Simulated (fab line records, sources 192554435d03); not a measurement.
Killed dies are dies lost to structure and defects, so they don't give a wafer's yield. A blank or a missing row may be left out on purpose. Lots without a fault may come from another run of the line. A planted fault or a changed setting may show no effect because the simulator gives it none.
Which tool did it? | flow n5_finfet | 11 lots, 27 wafers sampled, at 6 steps of a route of 1938

WHAT THE GAUGES READ, wafer by wafer
N5_FIN_SAQP_OCD_MEAS_76. Usual: trench_depth_nm 121 nm, standard deviation 3.5.
lot  | measured    | on     | trench_depth_nm (nm) | flag
L562 | day 2 21:43 | ocd-01 | 126 120 125          |
L563 | day 3 04:26 | ocd-02 | 120 125 116          |
L565 | day 3 14:13 | ocd-02 | 101 100              | OFF
L566 | day 3 20:44 | ocd-01 | 93 94                | OFF
L567 | day 4 01:35 | ocd-02 | 119 114 121          |
L569 | day 4 13:35 | ocd-02 | 120 100              | OFF
L577 | day 6 15:56 | ocd-02 | 124 116 114          |
L578 | day 6 21:29 | ocd-01 | 125 123              |
L579 | day 7 01:51 | ocd-02 | 117 125 121          |
L580 | day 7 08:42 | ocd-01 | 124 119              |
L581 | day 7 13:37 | ocd-01 | 127 127              |

N5_BEOL_M4_RC_MEAS_101. Usual: DIBL_N 36.0 mV/V, standard deviation 2; DIBL_P 35.9 mV/V, standard deviation 2.5; IOFF_N 0.16 nA/um, standard deviation 0.038; IOFF_P 0.21 nA/um, standard deviation 0.04; ION_N 675 uA/um, standard deviation 14; ION_P 462 uA/um, standard deviation 9.4; SS_N 71.5 mV/dec, standard deviation 0.75; SS_P 73.2 mV/dec, standard deviation 0.74; VT_N 250 mV, standard deviation 3.9; VT_P -251 mV, standard deviation 3.2.
lot  | measured     | on        | DIBL_N (mV/V)  | DIBL_P (mV/V)  | IOFF_N (nA/um) | IOFF_P (nA/um) | ION_N (uA/um) | ION_P (uA/um) | SS_N (mV/dec)  | SS_P (mV/dec)  | VT_N (mV)   | VT_P (mV)      | flag
L562 | day 8 14:39  | prober-01 | 36.7 37.8 34.0 | 37.6 38.4 33.3 | 0.18 0.21 0.13 | 0.24 0.24 0.16 | 670 678 667   | 463 455 459   | 72.8 73.3 72.2 | 73.0 74.1 73.1 | 249 250 257 | -249 -249 -254 |
L563 | day 9 05:07  | prober-01 | 37.3 32.4 38.7 | 37.2 31.9 39.4 | 0.17 0.11 0.20 | 0.19 0.14 0.25 | 664 654 670   | 446 445 459   | 72.3 70.8 71.8 | 73.7 72.6 74.5 | 251 256 246 | -255 -257 -251 |
L565 | day 9 08:00  | prober-02 | 33.1 36.3      | 33.0 35.9      | 0.12 0.16      | 0.17 0.20      | 683 680       | 475 466       | 69.7 70.2      | 71.9 72.9      | 255 249     | -251 -248      |
L566 | day 9 13:16  | prober-01 | 35.3 37.6      | 33.9 35.8      | 0.16 0.19      | 0.19 0.21      | 673 666       | 463 458       | 71.1 73.1      | 73.1 74.0      | 248 247     | -252 -250      |
L567 | day 9 20:21  | prober-02 | 35.6 34.8 35.3 | 34.3 33.3 34.1 | 0.16 0.13 0.14 | 0.23 0.22 0.23 | 701 683 686   | 483 475 472   | 71.3 69.7 70.6 | 72.8 72.4 72.8 | 243 248 248 | -245 -248 -247 |
L569 | day 10 13:32 | prober-02 | 35.7 37.2      | 36.2 37.9      | 0.15 0.20      | 0.21 0.22      | 659 678       | 460 459       | 71.7 71.2      | 73.8 73.0      | 252 245     | -251 -251      |
L577 | day 12 08:45 | prober-02 | 33.8 41.3 34.4 | 34.0 42.8 34.7 | 0.11 0.28 0.13 | 0.18 0.35 0.19 | 664 705 673   | 460 482 464   | 70.7 72.3 70.6 | 72.6 74.6 72.5 | 254 240 252 | -251 -243 -252 |
L578 | day 12 09:59 | prober-01 | 33.9 39.8      | 30.5 39.0      | 0.13 0.27      | 0.16 0.30      | 653 696       | 444 469       | 70.8 72.6      | 72.2 73.9      | 252 241     | -256 -244      |
L579 | day 12 12:43 | prober-01 | 36.8 31.9 35.9 | 37.8 32.6 36.6 | 0.16 0.09 0.15 | 0.21 0.15 0.20 | 685 660 676   | 465 463 468   | 71.4 70.5 71.2 | 73.6 71.4 72.9 | 250 258 251 | -248 -256 -251 |
L580 | day 13 08:21 | prober-01 | 36.6 37.0      | 36.4 37.0      | 0.14 0.16      | 0.22 0.24      | 661 672       | 458 466       | 71.7 71.4      | 73.2 73.7      | 253 249     | -250 -249      |
L581 | day 13 13:23 | prober-01 | 34.7 33.0      | 35.0 31.9      | 0.12 0.11      | 0.17 0.15      | 664 663       | 460 464       | 71.2 70.9      | 72.7 71.9      | 254 258     | -253 -256      |

WHICH TOOL RAN EACH LOT (tool, then ch and the chambers of the sampled wafers, then the start)
lot  | N5_FIN_SAQP_ETCH_69               | N5_FIN_SAQP_RECESS_71             | N5_FIN_SAQP_HM_CD_35   | N5_FIN_SAQP_FIN_ETCH_36
L562 | rie_diel-04 ch 0,1,3, day 2 20:12 | vapor_etch-02 ch 0,1, day 2 20:32 | cd_sem-03, day 2 21:26 | rie_si-04 ch 0,3, day 2 21:29
L563 | rie_diel-03 ch 0,2,3, day 3 02:17 | vapor_etch-01 ch 0,1, day 3 02:26 | cd_sem-01, day 3 04:08 | rie_si-04 ch 0,1,2, day 3 04:13
L565 | rie_diel-04 ch 0,2, day 3 12:49   | vapor_etch-01 ch 0,1, day 3 12:59 | cd_sem-03, day 3 13:55 | rie_si-04 ch 3, day 3 13:59
L566 | rie_diel-03 ch 0,2, day 3 19:13   | vapor_etch-01 ch 0, day 3 19:22   | cd_sem-03, day 3 20:26 | rie_si-04 ch 0, day 3 20:30
L567 | rie_diel-04 ch 1,2,3, day 4 00:13 | vapor_etch-02 ch 0,1, day 4 00:22 | cd_sem-02, day 4 01:18 | rie_si-03 ch 0,1,2, day 4 01:22
L569 | rie_diel-04 ch 1,3, day 4 12:11   | vapor_etch-02 ch 0,1, day 4 12:23 | cd_sem-03, day 4 13:18 | rie_si-04 ch 0,3, day 4 13:22
L577 | rie_diel-04 ch 0,1,2, day 6 14:14 | vapor_etch-01 ch 0,1, day 6 14:24 | cd_sem-03, day 6 15:38 | rie_si-03 ch 0,3, day 6 15:42
L578 | rie_diel-05 ch 0,3, day 6 19:59   | vapor_etch-01 ch 0,1, day 6 20:12 | cd_sem-01, day 6 21:13 | rie_si-04 ch 2,3, day 6 21:16
L579 | rie_diel-05 ch 0,1,3, day 7 00:22 | vapor_etch-01 ch 0,1, day 7 00:38 | cd_sem-03, day 7 01:34 | rie_si-04 ch 0,1,3, day 7 01:38
L580 | rie_diel-04 ch 0,1, day 7 07:04   | vapor_etch-01 ch 0,1, day 7 07:17 | cd_sem-03, day 7 08:25 | rie_si-05 ch 1,3, day 7 08:31
L581 | rie_diel-04 ch 0,1, day 7 12:16   | vapor_etch-01 ch 0,1, day 7 12:29 | cd_sem-03, day 7 13:20 | rie_si-04 ch 2,3, day 7 13:26
- N5_FIN_SAQP_ETCH_69: etches SOC in N2/H2, stops on SiNx, target depth 150 nm.
- N5_FIN_SAQP_RECESS_71: chemistry HF/NH3, target SiO2, target depth 3 nm, afs cycles 1, sublimation time 60 s.
- N5_FIN_SAQP_HM_CD_35: target cd 8 nm.
- N5_FIN_SAQP_FIN_ETCH_36: etches the open film in HBr/Cl2/O2, target depth 120 nm, time 50.4 s.

WHAT THE TOOLS THEMSELVES READ (means of the sampled wafers that have a number; where no wafer has one, the mark that the record gives instead)
N5_FIN_SAQP_ETCH_69. Usual: drypump_motor_current_A 5.6 A, standard deviation 0.47; n2_flow_sccm 200.0 sccm, standard deviation 0.59; oes_product_au 0.78 a.u., standard deviation 0.092; rf_vpp_V 240.9 V, standard deviation 1.2; showerhead_plenum_p_Torr 2.56 Torr, standard deviation 0.058; throttle_valve_pct 17.94 %, standard deviation 0.29.
lot  | tool        | drypump_motor_current_A (A) | n2_flow_sccm (sccm) | oes_product_au (a.u.) | rf_vpp_V (V) | showerhead_plenum_p_Torr (Torr) | throttle_valve_pct (%) | flag
L562 | rie_diel-04 | 5.5                         | 200.0               | 0.78                  | 241.1        | 2.58                            | 17.93                  |
L563 | rie_diel-03 | 5.6                         | 200.3               | 0.70                  | 240.6        | 2.59                            | 18.02                  |
L565 | rie_diel-04 | 5.2                         | 200.1               | 0.79                  | 240.6        | 2.54                            | 17.82                  |
L566 | rie_diel-03 | 5.6                         | 200.0               | 0.70                  | 241.4        | 2.57                            | 17.91                  |
L567 | rie_diel-04 | 5.7                         | 199.7               | 0.78                  | 240.1        | 2.56                            | 18.14                  |
L569 | rie_diel-04 | 5.8                         | 200.0               | 0.82                  | 241.2        | 2.58                            | 18.05                  |
L577 | rie_diel-04 | 5.2                         | 199.9               | 0.89                  | 240.7        | 2.53                            | 17.82                  |
L578 | rie_diel-05 | 5.9                         | 200.9               | 0.71                  | 240.9        | 2.48                            | 17.92                  |
L579 | rie_diel-05 | 5.7                         | 200.1               | 0.79                  | 241.2        | 2.53                            | 17.99                  |
L580 | rie_diel-04 | 5.0                         | 200.7               | 0.86                  | 240.4        | 2.53                            | 17.77                  |
L581 | rie_diel-04 | 5.0                         | 199.7               | 0.85                  | 240.5        | 2.53                            | 17.77                  |

N5_FIN_SAQP_RECESS_71. Usual: drypump_motor_current_A 5.60 A, standard deviation 0.25.
lot  | tool          | drypump_motor_current_A (A) | flag
L562 | vapor_etch-02 | 5.65                        |
L563 | vapor_etch-01 | 5.67                        |
L565 | vapor_etch-01 | 5.65                        |
L566 | vapor_etch-01 | 5.58                        |
L567 | vapor_etch-02 | 5.66                        |
L569 | vapor_etch-02 | 5.54                        |
L577 | vapor_etch-01 | 5.68                        |
L578 | vapor_etch-01 | 5.64                        |
L579 | vapor_etch-01 | 5.63                        |
L580 | vapor_etch-01 | 5.64                        |
L581 | vapor_etch-01 | 5.64                        |

N5_FIN_SAQP_HM_CD_35. Usual: cd_nm 8.14 nm, standard deviation 0.27.
lot  | tool      | cd_nm (nm) | flag
L562 | cd_sem-03 | 8.15       |
L563 | cd_sem-01 | 8.47       |
L565 | cd_sem-03 | 7.95       |
L566 | cd_sem-03 | 7.79       |
L567 | cd_sem-02 | 8.21       |
L569 | cd_sem-03 | 8.11       |
L577 | cd_sem-03 | 7.98       |
L578 | cd_sem-01 | 8.52       |
L579 | cd_sem-03 | 8.23       |
L580 | cd_sem-03 | 8.23       |
L581 | cd_sem-03 | 7.99       |

N5_FIN_SAQP_FIN_ETCH_36. Usual: O2_flow_sccm 12.00 sccm, standard deviation 0.033; drypump_motor_current_A 5.8 A, standard deviation 0.41; oes_product_au 1.014 a.u., standard deviation 0.026; throttle_valve_pct 36.1 %, standard deviation 0.43.
lot  | tool      | O2_flow_sccm (sccm) | drypump_motor_current_A (A) | oes_product_au (a.u.) | throttle_valve_pct (%) | flag
L562 | rie_si-04 | 11.99               | 5.5                         | 1.036                 | 36.1                   |
L563 | rie_si-04 | 12.02               | 5.9                         | 1.013                 | 36.1                   |
L565 | rie_si-04 | 11.98               | 5.4                         | 0.889                 | 36.7                   | OFF
L566 | rie_si-04 | 12.00               | 5.7                         | 0.859                 | 35.9                   | OFF
L567 | rie_si-03 | 11.99               | 6.1                         | 0.990                 | 36.2                   |
L569 | rie_si-04 | 11.98               | 5.6                         | 0.950                 | 36.2                   |
L577 | rie_si-03 | 12.00               | 6.1                         | 0.979                 | 35.9                   |
L578 | rie_si-04 | 12.00               | 5.6                         | 1.035                 | 36.2                   |
L579 | rie_si-04 | 12.04               | 5.9                         | 1.017                 | 36.3                   |
L580 | rie_si-05 | 12.00               | 5.8                         | 1.023                 | 36.0                   |
L581 | rie_si-04 | 11.95               | 5.6                         | 1.052                 | 36.1                   |

THE ANSWER, worked out from the rows above alone
Rule: a lot is off if the mean of its wafers that have a number lies more than 3 standard deviations from the usual mean. A lot without any number at a reading at which 4 lots or more have one is off too. The other lots that the step has rows for count as sound. The gauges are gone through in route order, then the tools' own readings, and for those a lot's mean is taken as printed above. The first step at which some lot is off is used, and at that step the reading that is off furthest; a lot without a number counts as furthest.
Off: L565, L566, L569, at N5_FIN_SAQP_OCD_MEAS_76 (trench_depth_nm).
A tool fits if, at a process step before that reading, it ran every lot that is off, and no sound lot after the first of them. The gauges at N5_FIN_SAQP_OCD_MEAS_76 are tried like those tools. None of those tried fits.

WHAT THE SIMULATOR HAD PUT IN
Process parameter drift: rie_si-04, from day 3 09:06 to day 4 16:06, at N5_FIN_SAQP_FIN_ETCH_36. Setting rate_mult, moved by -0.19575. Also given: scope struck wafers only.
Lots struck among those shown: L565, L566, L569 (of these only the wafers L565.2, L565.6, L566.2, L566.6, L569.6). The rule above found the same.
